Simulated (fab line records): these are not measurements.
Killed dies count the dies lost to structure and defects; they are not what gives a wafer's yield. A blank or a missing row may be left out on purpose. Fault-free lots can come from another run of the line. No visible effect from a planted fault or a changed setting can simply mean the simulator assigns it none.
Split-lot experiment ; flow n5Finfet ; route with 1938 steps; 7 lots, 21 wafers read

== THE SPLIT ITSELF ==
At N5_BEOL_M10_COAT_05 (resist thk 90 nm), the setting spinRpm was moved away from the recipe's 1500 rpm on 8 of the 21 wafers read, by -9.2% to +9.6%. All remaining wafers had this setting at the recipe value.

The reading comes from the split's own step.

== THE READING ==
CAR-ArF_of_BEOL_M10_COAT_05.thkNm (the simulator's own value, which no gauge read), in nm, at N5_BEOL_M10_COAT_05 (resist thk 90 nm). The file does not state a usual value for it. Here, 13 wafers ran the recipe; their average is 89.9 nm with a standard deviation of 0.23 nm.

wafer;tool, chamber at the split;spinRpm as run, rpm;against the recipe;CAR-ArF_of_BEOL_M10_COAT_05.thkNm, nm;against lot-mates on the recipe
L076.1;lithoTrack-03, 0;1615;+7.7%;87.2;-3.2
L076.2;lithoTrack-03, 0;1500;recipe;90.4;-
L076.5;lithoTrack-03, 0;1615;+7.7%;87;-3.4
L080.3;lithoTrack-03, 0;1391;-7.3%;93.4;+3.2
L080.5;lithoTrack-03, 0;1500;recipe;90.2;-
L080.6;lithoTrack-03, 0;1391;-7.3%;93.8;+3.6
L088.2;lithoTrack-02, 0;1500;recipe;90;-
L088.5;lithoTrack-02, 0;1500;recipe;90;-
L088.6;lithoTrack-02, 0;1500;recipe;90;-
L089.2;lithoTrack-02, 0;1500;recipe;89.8;-
L089.5;lithoTrack-02, 0;1500;recipe;90;-
L089.6;lithoTrack-02, 0;1500;recipe;90;-
L092.1;lithoTrack-01, 0;1500;recipe;89.8;-
L092.3;lithoTrack-01, 0;1500;recipe;89.4;-
L092.4;lithoTrack-01, 0;1644;+9.6%;85.6;-4.0
L095.1;lithoTrack-01, 0;1500;recipe;89.8;-
L095.4;lithoTrack-01, 0;1500;recipe;89.8;-
L095.6;lithoTrack-01, 0;1619;+7.9%;86.4;-3.4
L097.2;lithoTrack-03, 0;1500;recipe;90;-
L097.3;lithoTrack-03, 0;1362;-9.2%;94.6;+4.6
L097.6;lithoTrack-03, 0;1362;-9.2%;94.4;+4.4

FIT RESULTS
A straight line over all 21 wafers: CAR-ArF_of_BEOL_M10_COAT_05.thkNm changes by -0.457 nm for each +1% of spinRpm; r = -0.99; the points scatter about the line by 0.31 nm.
The same after taking each lot's own level away (the mean of its wafers on the recipe; 21 wafers): -0.453 nm for each +1%; r = -1.00; scatter 0.17 nm.
The reading moves by 4.4 nm for the largest change in spinRpm, on that fit.
From 89.60 to 90.40 nm: that is the span of the lots' own levels, equal to 3.5 times the standard deviation above.
The two slopes agree, so the slope changes little with the lot-to-lot level.
Check: -4.34 nm against its lot-mates is what the line predicts for one of the wafers moved furthest among these (+9.6%) when that wafer is left out of the fit. It came out at -4 nm against them.

== ADDITIONAL SPLITS CARRIED BY THESE WAFERS ==
Note: prior to the reading, these wafers also went through further splits. Each is held against what the fit with the lots' levels taken away leaves over:
other split on the same wafers;wafers away from the commonest value;r with CAR-ArF_of_BEOL_M10_COAT_05.thkNm (lot level and that fit taken away)
N5_BEOL_M10_COAT_60 spinRpm;4;+0.19

== THE FILE'S OWN FIT ==
CAR-ArF_of_BEOL_M10_COAT_05.thkNm changes by -0.446 nm for each +1% of spinRpm, r = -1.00.
